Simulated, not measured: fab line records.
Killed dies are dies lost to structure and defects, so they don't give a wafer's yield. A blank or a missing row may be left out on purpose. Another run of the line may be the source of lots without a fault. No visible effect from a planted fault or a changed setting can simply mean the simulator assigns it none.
fab line records ; flow nandHarc
record: lots: 6; wafers: 18; lastDay: 32
route steps=1302 shown A_ZERO_WELL@397 END@1302
lots that met no fault: taken from a fault-free run of the same line
startH: start of the lot's first displayed wafer, in hours after the record's first day ; waitH: hours since the lot's step before ; " the same as in the row above ; L1.1+2: a row that stands for several wafers ; - no value, or no start given ; * or withheld: withheld ; < > ~ a bound
route shown NAME@n: names a module that has steps shown in the file, with the first one's number in the route ; usual: mean/standard deviation of fault-free wafers ; same: alike in all rows ; chamber/n: place in a boat ; sites: per-site readings ; _std_site: how widely they spread, as a standard deviation ; _edge_site: inner sites' mean taken away from outer sites' mean ; radiusMm: for every site, how far away it sits from the centre of the wafer ; mask NAME#n: copy n ; behind: the most recent tool/chamber to have shaped the wafer ; hold: the reason the lot was held/the length of the hold in hours/how it ended ; device: names the non-switching transistor (n, p or np) ; end of line: tests of these same wafers at the route's end ; for a step that has no rows: nothing shown but its recipe ; killed: dies that structure and defects cost at the first sort, which is not the same as the wafer's yield ; map: shows each die of a wafer: x if killed, . if not, _ if none is there
set.NAME: the setting the step ran with; set.NAME@STEP: the setting that earlier step ran with ; model.NAME: the simulator's own value behind a step, which no gauge read
lots seen at some steps along the route; tables by step, rows by wafer
services: from which hour (startH, from the record's first day; less than 0 if before it) a tool's chamber was out of use, for how many hours, and why
== steps ==
step: NHARC_A_ZERO_WELL_EBR_06
step: NHARC_A_ZERO_WELL_EXPOSE_07
recipe: na: 0.55; doseMj: 33.85; maskId: A_ZERO
step: NHARC_A_ZERO_WELL_PEB_08
recipe: pebTempC: 128; pebTimeS: 80
step: NHARC_A_ZERO_WELL_DEVELOP_09
recipe: timeS: 50; devTempC: 22
step: NHARC_A_ZERO_WELL_CD_MEAS_10
recipe: targetCdNm: 2000; landingEnergyEv: 500
usual: cdNm: 2000.4/2.3
lot.wafer;tool;chamber;startH;waitH;cdNm
L795.2;cdSem-03;0;157.34;-;2000.3
L795.4;cdSem-03;0;157.34;-;2000.5
L795.5;cdSem-03;0;157.34;-;1998.6
L799.1;cdSem-01;0;205.14;-;1999.8
L799.4;cdSem-01;0;205.14;-;1997.8
L799.6;cdSem-01;0;205.14;-;2001.5
L802.3;cdSem-03;0;235.94;-;2001.0
L802.5;cdSem-03;0;235.94;-;1997.3
L802.6;cdSem-03;0;235.94;-;2001.0
L803.1;cdSem-01;0;239.14;-;1999.4
L803.4;cdSem-01;0;239.14;-;2002.2
L803.5;cdSem-01;0;239.14;-;2003.9
L809.3;cdSem-03;0;314.77;-;2001.2
L809.4;cdSem-03;0;314.77;-;2003.1
L809.6;cdSem-03;0;314.77;-;1999.1
L814.1;cdSem-01;0;355.34;-;1997.6
L814.4;cdSem-01;0;355.34;-;1996.1
L814.5;cdSem-01;0;355.34;-;1999.9
step: NHARC_A_ZERO_WELL_HARDBAKE_11
recipe: tempC: 118; timeS: 65
step: NHARC_A_ZERO_WELL_DESCUM_12
recipe: timeS: 3; o2FlowSccm: 200; arFlowSccm: 0; biasPowerW: 0; chemistry: O2
usual: drypumpMotorCurrentA: 5.7/0.3; oesProductAu: 0.996/0.013; rfVppV: 57.6/0.8; showerheadPlenumPTorr: 1.87/0.058; throttleValvePct: 11.311/0.0097
same: biasPowerW: 0
lot.wafer;tool;chamber;startH;waitH;drypumpMotorCurrentA;oesProductAu;rfHoursCounterH;rfVppV;showerheadPlenumPTorr;throttleValvePct
L795.2;rieDiel-06;1;157.50;-;5.4;0.988;0;56.1;1.81;11.320
L795.4;rieDiel-06;3;157.50;-;5.4;1.006;0;57.2;1.82;11.309
L795.5;rieDiel-06;1;157.50;-;5.4;0.990;-;57.1;1.81;11.323
L799.1;rieDiel-08;3;205.30;-;5.6;1.001;1;56.5;1.81;11.307
L799.6;rieDiel-08;3;205.30;-;5.6;1.004;-;59.6;1.81;11.307
L799.4;rieDiel-08;1;205.30;-;6.0;1.010;-;57.3;1.94;11.312
L802.3;rieDiel-06;3;236.10;-;5.4;1.005;3;57.6;1.82;11.321
L802.5;rieDiel-06;2;236.10;-;5.4;1.006;-;56.8;1.95;11.308
L802.6;rieDiel-06;3;236.10;-;5.4;1.000;-;58.9;1.82;11.309
L803.1;rieDiel-05;0;239.32;-;5.4;0.987;0;58.7;1.89;11.307
L803.4;rieDiel-05;1;239.32;-;6.0;1.022;-;57.5;1.81;11.308
L803.5;rieDiel-05;2;239.32;-;6.0;1.007;-;56.5;1.91;11.311
L809.4;rieDiel-05;0;314.93;-;5.4;0.978;25;56.0;1.88;11.312
L809.3;rieDiel-05;1;314.93;-;6.1;1.019;26;57.9;1.80;11.312
L809.6;rieDiel-05;0;314.93;-;5.4;0.981;-;58.2;1.88;11.322
L814.4;rieDiel-06;3;355.49;-;5.4;0.986;1;58.5;1.82;11.318
L814.1;rieDiel-06;2;355.49;-;5.4;0.985;1;57.5;1.95;11.326
L814.5;rieDiel-06;3;355.49;-;5.4;0.994;-;57.4;1.82;11.311
step: NHARC_A_ZERO_WELL_ETCH_19
recipe: targetDepthA: 800; overetchA: 240; timeS: 87.88; ionEnergyEv: 200; n2FlowSccm: 150; h2FlowSccm: 150; arFlowSccm: 0; rfW: 400; biasW: 150; chemistry: N2/H2
usual: drypumpMotorCurrentA: 5.7/0.32; oesProductAu: 0.995/0.013; rfVppV: 429.2/2; showerheadPlenumPTorr: 1.99/0.065; throttleValvePct: 14.170/0.0087
lot.wafer;tool;chamber;startH;waitH;drypumpMotorCurrentA;oesProductAu;rfHoursCounterH;rfVppV;showerheadPlenumPTorr;throttleValvePct
L795.4;rieDiel-06;1;157.59;0.1;5.4;0.985;0;427.5;1.93;14.161
L795.2;rieDiel-06;3;157.59;0.1;5.4;1.004;0;428.1;1.94;14.168
L795.5;rieDiel-06;1;157.59;0.1;5.4;0.995;-;427.4;1.93;14.159
L799.1;rieDiel-08;2;205.42;0.1;6.3;1.007;1;433.5;2.10;14.175
L799.6;rieDiel-08;1;205.42;0.1;6.1;1.012;-;431.6;2.06;14.176
L799.4;rieDiel-08;2;205.42;0.1;6.3;1.000;-;433.1;2.10;14.172
L802.3;rieDiel-06;1;236.19;0.1;5.4;0.998;2;427.6;1.92;14.165
L802.6;rieDiel-06;2;236.19;0.1;5.4;0.992;-;432.6;2.08;14.180
L802.5;rieDiel-06;3;236.19;0.1;5.4;1.009;-;428.2;1.94;14.174
L803.1;rieDiel-05;0;239.42;0.1;5.4;0.986;0;430.0;2.01;14.162
L803.4;rieDiel-05;1;239.42;0.1;6.0;1.014;-;427.2;1.93;14.172
L803.5;rieDiel-05;2;239.42;0.1;6.1;1.004;-;429.7;2.04;14.170
L809.4;rieDiel-05;1;315.01;0.1;6.1;1.005;26;426.2;1.92;14.169
L809.3;rieDiel-05;2;315.01;0.1;6.1;1.000;25;429.5;2.03;14.178
L809.6;rieDiel-05;2;315.01;0.1;6.1;0.996;-;430.7;2.03;14.171
L814.4;rieDiel-06;3;355.58;0.1;5.4;0.984;1;426.7;1.94;14.173
L814.1;rieDiel-06;0;355.58;0.1;5.9;0.987;1;428.5;1.98;14.178
L814.5;rieDiel-06;0;355.58;0.1;5.8;0.983;-;428.6;1.98;14.180
step: NHARC_A_ZERO_WELL_ETCH_13
recipe: targetDepthA: 1200; timeS: 40.1; hbrFlowSccm: 150; cl2FlowSccm: 50; rfW: 400; icpW: 400; biasW: 100; chemistry: HBr/Cl2
usual: drypumpMotorCurrentA: 6.0/0.32; oesProductAu: 1.001/0.015; throttleValvePct: 26.406/0.0099
lot.wafer;tool;chamber;startH;waitH;drypumpMotorCurrentA;oesProductAu;rfHoursCounterH;throttleValvePct
L795.4;rieSi-05;3;157.71;-;6.1;1.011;0.20;26.399
L795.2;rieSi-05;0;157.71;-;6.1;1.003;0.18;26.405
L795.5;rieSi-05;2;157.71;-;6.5;1.011;-;26.415
L799.1;rieSi-02;2;205.53;-;5.9;1.018;0.52;26.421
L799.4;rieSi-02;3;205.53;-;6.2;0.995;0.66;26.412
L799.6;rieSi-02;3;205.53;-;6.2;1.007;-;26.407
L802.3;rieSi-03;1;236.29;-;5.7;1.004;0.12;26.391
L802.6;rieSi-03;1;236.29;-;5.6;1.010;-;26.407
L802.5;rieSi-03;0;236.29;-;5.6;0.989;-;26.405
L803.1;rieSi-03;0;239.53;-;5.5;0.990;0.17;26.398
L803.5;rieSi-03;0;239.53;-;5.5;0.994;-;26.391
L803.4;rieSi-03;1;239.53;-;5.6;0.994;-;26.419
L809.3;rieSi-02;2;315.12;-;5.9;1.023;0.20;26.397
L809.4;rieSi-02;3;315.12;-;6.2;0.969;0.19;26.418
L809.6;rieSi-02;3;315.12;-;6.2;0.972;-;26.404
L814.4;rieSi-02;3;355.69;-;6.2;0.978;0.49;26.421
L814.1;rieSi-02;2;355.69;-;5.9;1.030;0.56;26.415
L814.5;rieSi-02;0;355.69;-;6.0;1.020;-;26.395
step: NHARC_A_ZERO_WELL_STRIP_14
recipe: timeS: 900; tempC: 130; chemistry: SPM
step: NHARC_A_ZERO_WELL_IMPLANT_15
recipe: energyKev: 150; doseCm2: 1e+13; tiltDeg: 7
step: NHARC_A_ZERO_WELL_PRECLEAN_22
recipe: timeS: 60; tempC: 50; bathAgeMin: 0; chemistry: SC1
same: bathAgeMin: 0
lot.wafer;tool;chamber;startH;waitH
L795.5+2+4;wetBench-01;3,5,6;158.47;0.1
L799.1+6+4;wetBench-06;5,6,1;206.31;0.2
L802.3+6+5;wetBench-01;1,3,5;237.09;0.1
L803.5+1+4;wetBench-01;4,6,7;240.34;0.1
L809.6+3+4;wetBench-06;1,3,5;315.95;0.0
L814.1+4+5;wetBench-01;0,1,4;356.46;0.2
step: NHARC_A_ZERO_WELL_SRD_23
step: NHARC_A_ZERO_WELL_RTA_16
recipe: tempC: 1000; timeS: 10
usual: lampPowerPct: 31/3.2; wafer_temp_C_max: 1004.1/1.2
lot.wafer;tool;chamber;startH;waitH;lampPowerPct;wafer_temp_C_max
L795.2;rtpAnneal-02;0;158.63;-;34;1002.7
L795.4;rtpAnneal-02;0;158.63;-;34;1003.3
L795.5;rtpAnneal-02;0;158.63;-;34;1003.2
L799.1;rtpAnneal-01;0;206.44;-;28;1004.0
L799.4;rtpAnneal-01;0;206.44;-;28;1003.9
L799.6;rtpAnneal-01;0;206.44;-;28;1005.3
L802.3;rtpAnneal-02;0;237.28;-;34;1002.3
L802.5;rtpAnneal-02;0;237.28;-;34;1003.0
L802.6;rtpAnneal-02;0;237.28;-;34;1002.5
L803.1;rtpAnneal-02;0;240.52;0.1;34;1003.8
L803.4;rtpAnneal-02;0;240.52;0.1;34;1003.2
L803.5;rtpAnneal-02;0;240.52;0.1;34;1003.2
L809.3;rtpAnneal-01;0;316.13;-;28;1004.1
L809.4;rtpAnneal-01;0;316.13;-;28;1005.2
L809.6;rtpAnneal-01;0;316.13;-;28;1004.0
L814.1;rtpAnneal-01;0;356.59;-;28;1005.7
L814.4;rtpAnneal-01;0;356.59;-;28;1003.8
L814.5;rtpAnneal-01;0;356.59;-;28;1005.7
step: NHARC_A_ZERO_WELL_INSPECT_17
usual: rawDefectCount: 9/4.8
lot.wafer;tool;chamber;startH;waitH;hold;rawDefectCount
L795.2;defectInspect-02;-;158.80;0.1;-;12
L795.4;defectInspect-02;-;158.80;0.1;-;16
L795.5;defectInspect-02;-;158.80;0.1;-;16
L799.1;defectInspect-01;-;206.64;0.2;-;7
L799.4;defectInspect-01;-;206.64;0.2;-;8
L799.6;defectInspect-01;-;206.64;0.2;-;6
L802.3;defectInspect-02;-;237.42;0.1;awaitDispo/0.2h/release;802
L802.5;defectInspect-02;-;237.42;0.1;awaitDispo/0.2h/release;765
L802.6;defectInspect-02;-;237.42;0.1;awaitDispo/0.2h/release;813
L802.3;defectInspect-02;-;237.60;0.2;-;802
L802.5;defectInspect-02;-;237.60;0.2;-;751
L802.6;defectInspect-02;-;237.60;0.2;-;817
L803.1;defectInspect-01;-;240.71;0.2;awaitDispo/0.2h/release;791
L803.4;defectInspect-01;-;240.71;0.2;awaitDispo/0.2h/release;798
L803.5;defectInspect-01;-;240.71;0.2;awaitDispo/0.2h/release;804
L803.1;defectInspect-01;-;240.89;0.2;-;792
L803.4;defectInspect-01;-;240.89;0.2;-;817
L803.5;defectInspect-01;-;240.89;0.2;-;802
L809.3;defectInspect-01;-;316.27;0.1;-;6
L809.4;defectInspect-01;-;316.27;0.1;-;5
L809.6;defectInspect-01;-;316.27;0.1;-;9
L814.1;defectInspect-02;-;356.79;0.2;-;9
L814.4;defectInspect-02;-;356.79;0.2;-;6
L814.5;defectInspect-02;-;356.79;0.2;-;1
step: NHARC_END_SORT_01
recipe: tempC: 25
usual: defectLimitedYield: 91.6/2.8; killedAtArray: 52/19; killedAtOther: 1.0/1.2; killedAtPeriphery: 4.1/2.8; killedDies: 57/19; killedOpen: 3.1/1.7; killedShort: 2.5/1.5; sort_bin_2_pct: 3.0/1.2; sort_bin_3_pct: 0.6/0.36; sort_bin_4_pct: 4.9/1.6; sortNPass: 620/19; sortRimYieldPct: 91/5; sortYieldPct: 91.6/2.8
same: grossDies: 677; sort_bin_5_pct[%]: 0; sort_bin_6_pct[%]: 0; sort_bin_7_pct[%]: 0; sort_bin_8_pct[%]: 0; sortRimNGross: 106.00
lot.wafer;tool;chamber;startH;waitH;defectLimitedYield[%];killedAtArray;killedAtOther;killedAtPeriphery;killedDies;killedOpen;killedShort;sort_bin_2_pct[%];sort_bin_3_pct[%];sort_bin_4_pct[%];sortNPass;sortRimYieldPct[%];sortYieldPct[%]
L799.1;prober-02;0;624.35;2.5;90.1;63;2;2;67;5;4;3.4;0.4;6.1;610;98;90.1
L799.4;prober-02;0;626.76;3.4;90.1;66;0;1;67;2;2;2.1;0.9;6.9;610;97;90.1
L799.6;prober-02;0;628.37;4.0;90.8;61;0;1;62;4;2;3.2;0.4;5.5;615;95;90.8
killed by level:class
L799.1 A_CHANNEL_HOLE_D1:chamberFilmFlake=36 A_CHANNEL_HOLE_D2:chamberFilmFlake=11 A_CONTACT:chamberFilmFlake=5 A_DECK1_JOINT:chamberFilmFlake=2 P_GATE:geometricParticle:open=1 A_ONON_D1:geometricParticle:short=1 A_ONON_D1:geometricParticle:open=1 A_CHANNEL_FILL_D1:geometricParticle:short=1
L799.4 A_CHANNEL_HOLE_D1:chamberFilmFlake=33 A_CHANNEL_HOLE_D2:chamberFilmFlake=17 A_CONTACT:chamberFilmFlake=5 A_STAIRCASE:chamberFilmFlake=3 A_DECK1_JOINT:chamberFilmFlake=2 P_STI:geometricParticle:open=1 A_ONON_D2:geometricParticle:open=1 A_ONON_D2:geometricParticle:short=1
L799.6 A_CHANNEL_HOLE_D1:chamberFilmFlake=38 A_CHANNEL_HOLE_D2:chamberFilmFlake=6 A_CONTACT:chamberFilmFlake=4 A_ZERO_WELL:chamberFilmFlake=3 A_CHANNEL_FILL_D2:geometricParticle:open=2 A_DECK1_JOINT:chamberFilmFlake=2 A_STAIRCASE:chamberFilmFlake=2 A_CHANNEL_HOLE_D1:geometricParticle:open=1
== services ==
tool;chamber;startH;hours;kind
rieDiel-06;1;136.73;9.4;repair
rieDiel-06;2;137.57;13.9;repair
rieDiel-06;0;139.20;-;clean
rieDiel-06;3;139.20;-;clean
rieDiel-08;-;168.38;0.7;repair
rieDiel-08;0;175.51;5.1;repair
wetBench-01;-;186.97;4.3;repair
rieDiel-08;0;188.04;25.0;repair
rieDiel-08;-;190.80;9.0;pm
rieSi-05;3;191.97;6.8;repair
wetBench-06;-;193.60;8.0;pm
rieSi-02;-;215.62;2.8;repair
rieSi-03;-;221.00;9.0;pm
rieDiel-08;2;221.09;4.1;repair
rieSi-05;-;228.67;2.8;repair
rieDiel-05;-;229.62;9.0;pm
rieSi-03;3;250.62;2.0;repair
rieDiel-06;-;276.61;0.3;repair
rieSi-02;-;277.00;9.0;pm
wetBench-01;-;277.60;8.0;pm
rieSi-05;2;295.16;3.1;repair
rieSi-05;-;305.00;9.0;pm
rieDiel-06;-;307.20;9.0;pm
rieSi-05;0;321.96;10.4;repair
== key ==
firstSign: step: NHARC_A_ZERO_WELL_INSPECT_17; reading: visit; direction: added
effect: step: NHARC_A_ZERO_WELL_INSPECT_17; reading: rawDefectCount; direction: up; sigmas: 99+; usual: 9; struck: 796
metAt NHARC_A_ZERO_WELL_PRECLEAN_22
struckWafers L802.3,L802.5,L802.6,L803.1,L803.4,L803.5
scrappedBehind NHARC_A_ZERO_WELL_INSPECT_17 L802.3,L802.5,L802.6,L803.1,L803.4,L803.5
onsetBetween 158.47 237.09
alsoFits NHARC_A_ZERO_WELL_ETCH_13:rieSi-03,NHARC_A_ZERO_WELL_RTA_16:rtpAnneal-02
fault: kind: chamberParticleSource; tool: wetBench-01; chamber: -; onsetH: 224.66; steps: NHARC_A_ZERO_WELL_PRECLEAN_22; ratePerVisitCm2: 1.2523; endH: 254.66
